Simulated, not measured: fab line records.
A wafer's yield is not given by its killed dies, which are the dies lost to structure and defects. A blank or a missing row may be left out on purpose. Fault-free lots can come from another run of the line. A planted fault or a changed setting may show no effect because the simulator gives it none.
Comparing a struck lot with a sound one	flow n5-finfet	34 out of 1938 route steps
Sound: the wafers L502.2, L502.4, L502.6. Struck: wafers L508.1, L508.4, L508.6. The cause is named last.
Each step with rows lists, per side, the tool, then ch with its chambers, then its first start. Under that, the readings that differ: sound wafers	struck wafers	difference of the means	sigmas: that difference in standard deviations of wafers without a fault.
alike: readings with means less than 2 such deviations apart, plus words and numbers identical on both sides. not compared: withheld readings, readings lacking a value on some wafer, bounds such as >300 that could conceal the same value, and numbers that have no deviation in the record and whose values overlap.
A row with sigmas, a row that says differs or no value, or rows on one side alone: a step with any of these is where the two part. Numbers that have no deviation but don't overlap get no sigmas and don't part them. Lack of a reading on every wafer of one side parts them only where that side has two or more wafers.

first, 11 steps without rows for these wafers: N5_BEOL_M13_TRENCH_ETCH_34 (etches SiOC in C4F8/O2/Ar, target depth 413.47 nm, time 162.6 s); N5_BEOL_M13_STRIP_70 (strips in C4F8/O2/Ar); N5_BEOL_M13_STRIP_37 (strips in N2/H2); N5_BEOL_M13_ETCH_38 (etches SiCN in CF4/N2, target depth 67.5 nm, time 71.9 s); N5_BEOL_M13_PRECLEAN_39 (cleans in residue remover, time 60 s); N5_BEOL_M13_SRD_40 (time 30 s, dry time 30 s); N5_BEOL_M13_DEGAS_41 (time 60 s); N5_BEOL_M13_PRE_CLEAN_42 (time 30 s); N5_BEOL_M13_SPUTTER_43 (material TaN, target thk 15 nm, time 24.19 s); N5_BEOL_M13_SPUTTER_44 (material Ta, target thk 10 nm, time 16.13 s); N5_BEOL_M13_SPUTTER_45 (material Cu, target thk 80 nm, time 13.33 s).
N5_BEOL_M13_ECD_47: material Cu, target thk 936 nm.
  sound on ecd-cu-02 ch 0,1, day 14 03:30; struck on ecd-cu-02 ch 0, day 15 15:50
then, 21 steps without rows for these wafers: N5_BEOL_M13_ANNEAL_48 (time 90 s); N5_BEOL_M13_CMP_49 (polishes, stops on SiOC, t overpolish 17.1 s, target thk 420 nm); N5_BEOL_M13_PRE_CLEAN_52 (time 15 s); N5_BEOL_M13_DEP_53 (deposits SiCN from 3MS/NH3, target thk 50 nm, time 17.8 s); N5_BEOL_M14_ILD_DEP_00 (deposits SiO2 from TEOS/O2, target thk 1119.3 nm, time 237.4 s); N5_BEOL_M14_COAT_58 (time 60 s, resist thk 89 nm); N5_BEOL_M14_COAT_04 (resist thk 800 nm); N5_BEOL_M14_EBR_06; N5_BEOL_M14_SOFTBAKE_05 (time 60 s); N5_BEOL_M14_EXPOSE_07 (exposes mask V13); N5_BEOL_M14_PEB_08 (peb time 90 s); N5_BEOL_M14_DEVELOP_09 (develop time 45 s); N5_BEOL_M14_HARDBAKE_14 (time 120 s); N5_BEOL_M14_DESCUM_15 (chemistry O2, time 7.9 s); N5_BEOL_M14_ETCH_59 (etches BARC in N2/H2, target depth 89 nm, overetch 26.7 nm, time 67.9 s); N5_BEOL_M14_VIA_ETCH_16 (etches SiO2 in C4F8/O2/Ar, target depth 1231.3 nm); N5_BEOL_M14_STRIP_63 (strips in O2); N5_BEOL_M14_STRIP_64 (strips in O2); N5_BEOL_M14_STRIP_71 (strips in post etch residue remover, time 60 s); N5_BEOL_M14_SRD_72 (time 30 s, dry time 30 s); N5_BEOL_M14_COAT_65 (time 60 s, resist thk 450 nm).
N5_PASSIVATION_PROBE_49:
  sound on prober-01, day 15 12:10; struck on prober-02, day 16 18:14
reading	sound	struck	difference	sigmas
defect-limited-yield (%)	88.9	60.7 59.6 63.1	-27.8	-20
killed_at_M4_up	23	388 401 343	+354	+81
killed-dies	131	464 477 435	+328	+19
killed-on-rim	19	59 61 61	+41	+11
killed-open	80	50 53 60	-26	-2
sort_bin_5_function (%)	6.9	23.5 24.3 24.2	+17.1	+18
sort_bin_6_memory (%)	3.6	13.3 13.2 10.9	+8.9	+13
sort-n-pass	1049	716 703 745	-328	-19
sort-yield-pct (%)	88.9	60.7 59.6 63.1	-27.8	-19
  alike: killed_at_M0_to_M3, killed-at-contacts, killed-at-front-end, killed-at-other, killed-short, sort_bin_4_leakage, sort_bin_8_speed

WHERE THEY PART
At N5_PASSIVATION_PROBE_49 and nowhere else, as far as this record goes.

WHY: what had been put in by the simulator
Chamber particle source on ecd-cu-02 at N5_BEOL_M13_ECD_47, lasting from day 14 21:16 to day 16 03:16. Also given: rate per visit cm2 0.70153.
